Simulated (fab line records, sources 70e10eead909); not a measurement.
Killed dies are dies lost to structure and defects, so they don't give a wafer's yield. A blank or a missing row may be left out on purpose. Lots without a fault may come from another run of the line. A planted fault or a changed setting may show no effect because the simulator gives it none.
Which tool did it? | flow nand_harc | 24 lots, 72 wafers sampled, at 3 steps of a route of 1302

WHAT THE GAUGES READ, wafer by wafer
NHARC_A_BLC_INSPECT_28. Usual: raw_defect_count 497, standard deviation 120.
lot  | measured     | on                | raw_defect_count | flag
L074 | day 22 07:16 | defect_inspect-02 | 560 942 525      |
L075 | day 23 11:27 | defect_inspect-02 | 564 505 930      |
L077 | day 23 12:26 | defect_inspect-02 | 559 671 607      |
L076 | day 23 18:37 | defect_inspect-01 | 537 553 444      |
L078 | day 24 07:55 | defect_inspect-01 | 717 364 336      |
L079 | day 25 02:25 | defect_inspect-01 | 472 381 315      |
L081 | day 25 08:29 | defect_inspect-01 | 401 446 430      |
L080 | day 25 13:27 | defect_inspect-01 | 493 545 541      |
L083 | day 25 19:53 | defect_inspect-02 | 582 581 560      |
L082 | day 25 23:44 | defect_inspect-02 | 369 446 324      |
L084 | day 26 14:42 | defect_inspect-01 | 524 436 466      |
L085 | day 26 18:32 | defect_inspect-01 | 531 440 445      |
L086 | day 27 22:42 | defect_inspect-01 | 473 345 431      |
L087 | day 28 04:35 | defect_inspect-02 | 482 432 508      |
L089 | day 28 23:10 | defect_inspect-02 | 463 541 356      |
L088 | day 29 00:31 | defect_inspect-02 | 406 471 473      |
L090 | day 29 06:48 | defect_inspect-01 | 448 427 369      |
L091 | day 29 11:07 | defect_inspect-02 | 415 498 403      |
L092 | day 30 23:15 | defect_inspect-02 | 392 455 516      |
L093 | day 31 07:53 | defect_inspect-02 | 557 431 934      |
L094 | day 31 08:22 | defect_inspect-02 | 598 648 668      |
L095 | day 31 16:18 | defect_inspect-01 | 492 440 366      |
L096 | day 32 12:29 | defect_inspect-01 | 426 454 433      |
L097 | day 32 15:01 | defect_inspect-01 | 391 494 551      |

NHARC_A_M0_CD_MEAS_16. Usual: cd_nm 79.9 nm, standard deviation 0.89.
lot  | measured     | on        | cd_nm (nm)     | flag
L074 | day 22 08:31 | cd_sem-02 | 79.9 80.2 79.5 |
L075 | day 23 12:50 | cd_sem-01 | 80.1 80.3 81.8 |
L077 | day 23 13:42 | cd_sem-03 | 80.4 80.1 81.5 |
L076 | day 23 20:01 | cd_sem-02 | 78.5 79.4 80.7 |
L078 | day 24 09:11 | cd_sem-02 | 81.1 79.6 80.1 |
L079 | day 25 03:43 | cd_sem-03 | 79.3 79.5 79.0 |
L081 | day 25 09:45 | cd_sem-02 | 81.2 80.7 80.4 |
L080 | day 25 14:50 | cd_sem-03 | 80.5 79.1 80.2 |
L083 | day 25 21:16 | cd_sem-02 | 79.8 81.5 81.4 |
L082 | day 26 01:01 | cd_sem-01 | 79.9 79.2 78.7 |
L084 | day 26 16:05 | cd_sem-01 | 78.3 79.3 79.5 |
L085 | day 26 19:48 | cd_sem-01 | 79.5 80.0 79.2 |
L086 | day 27 23:58 | cd_sem-01 | 79.7 78.4 79.9 |
L087 | day 28 05:58 | cd_sem-02 | 80.1 81.2 80.6 |
L089 | day 29 00:33 | cd_sem-02 | 78.3 79.8 79.5 |
L088 | day 29 01:46 | cd_sem-02 | 80.0 80.8 80.5 |
L090 | day 29 08:04 | cd_sem-03 | 79.9 80.1 79.7 |
L091 | day 29 12:22 | cd_sem-02 | 80.8 79.0 79.5 |
L092 | day 31 00:41 | cd_sem-01 | 79.7 81.1 80.5 |
L093 | day 31 09:16 | cd_sem-03 | 79.2 79.7 78.3 |
L094 | day 31 09:45 | cd_sem-02 | 81.1 78.6 79.2 |
L095 | day 31 17:44 | cd_sem-02 | 79.1 79.5 79.7 |
L096 | day 32 13:52 | cd_sem-01 | 80.8 81.2 80.7 |
L097 | day 32 16:25 | cd_sem-01 | 78.7 78.8 78.0 |

NHARC_A_M1_OVL_MEAS_10: pitch 240 nm. Usual: overlay_x_nm -0.2 nm, standard deviation 0.65; overlay_y_nm 0.0 nm, standard deviation 0.7.
lot  | measured     | on         | overlay_x_nm (nm) | overlay_y_nm (nm) | flag
L074 | day 22 12:11 | overlay-01 | -1.1 -0.9 -0.8    | -0.1 -0.2 -0.3    |
L075 | day 23 16:22 | overlay-02 | -0.6 -1.5 -1.1    | 0.2 -0.1 0.3      |
L077 | day 23 17:22 | overlay-01 | -0.5 -0.5 -0.3    | 1.0 0.3 0.7       |
L076 | day 23 23:44 | overlay-01 | 0.7 -0.1 0.2      | 0.3 1.0 0.8       |
L078 | day 24 12:58 | overlay-01 | -0.1 0.2 0.0      | -0.9 -0.9 -1.1    |
L079 | day 25 07:23 | overlay-01 | 0.1 -0.7 0.0      | -1.0 -1.5 -0.5    |
L081 | day 25 13:24 | overlay-01 | 0.5 0.6 0.2       | 0.8 1.0 0.9       |
L080 | day 25 18:31 | overlay-01 | -0.3 -0.4 -0.3    | 0.0 0.7 0.5       |
L083 | day 26 00:56 | overlay-02 | 0.5 1.1 0.6       | -1.0 -0.8 -0.7    |
L082 | day 26 04:32 | overlay-02 | -0.1 -0.2 0.4     | 0.3 0.5 0.4       |
L084 | day 26 19:47 | overlay-02 | -0.1 -0.3 0.0     | -0.8 -0.6 -0.1    |
L085 | day 26 23:19 | overlay-02 | -0.9 -1.0 -0.8    | -1.2 -0.5 -0.6    |
L086 | day 28 03:37 | overlay-01 | -0.4 -0.3 -0.5    | -1.4 -1.6 -0.9    |
L087 | day 28 09:53 | overlay-01 | -0.5 -0.4 -0.8    | -0.2 0.9 -0.8     |
L089 | day 29 04:05 | overlay-01 | 0.1 0.7 0.8       | 0.2 0.9 0.9       |
L088 | day 29 05:26 | overlay-01 | -1.4 -0.8 -1.1    | -0.9 -0.6 -0.6    |
L090 | day 29 11:34 | overlay-01 | -0.7 -0.3 -0.3    | 0.2 0.2 -0.3      |
L091 | day 29 16:00 | overlay-01 | -1.1 -1.1 -0.7    | 0.5 0.5 0.4       |
L092 | day 31 04:14 | overlay-02 | 0.7 0.3 0.4       | 0.5 0.8 0.9       |
L093 | day 31 13:23 | overlay-02 | 0.7 0.4 0.7       | 0.0 -0.2 -0.5     |
L094 | day 31 13:50 | overlay-01 | -0.1 0.5 0.3      | 0.7 0.4 0.7       |
L095 | day 31 21:26 | overlay-01 | -1.2 -1.7 -1.3    | 0.2 -0.2 -0.3     |
L096 | day 32 17:41 | overlay-02 | 0.5 -0.6 0.0      | 0.1 -0.3 -0.3     |
L097 | day 32 20:18 | overlay-02 | -0.6 0.2 -0.5     | -0.3 -0.1 -0.1    |

WHICH TOOL RAN EACH LOT (tool, then ch and the chambers of the sampled wafers, then the start)
The record holds no process step before these readings.

WHAT THE TOOLS THEMSELVES READ (means of the sampled wafers that have a number; where no wafer has one, the mark that the record gives instead)
The record holds no such reading with a usual standard deviation.

THE ANSWER, worked out from the rows above alone
Rule: a lot is off if the mean of its wafers that have a number lies more than 3 standard deviations from the usual mean. A lot without any number at a reading at which 4 lots or more have one is off too. The other lots that the step has rows for count as sound. The gauges are gone through in route order, then the tools' own readings, and for those a lot's mean is taken as printed above. The first step at which some lot is off is used, and at that step the reading that is off furthest; a lot without a number counts as furthest.
No lot is off at any reading shown: from this, nothing can be told.

WHAT THE SIMULATOR HAD PUT IN
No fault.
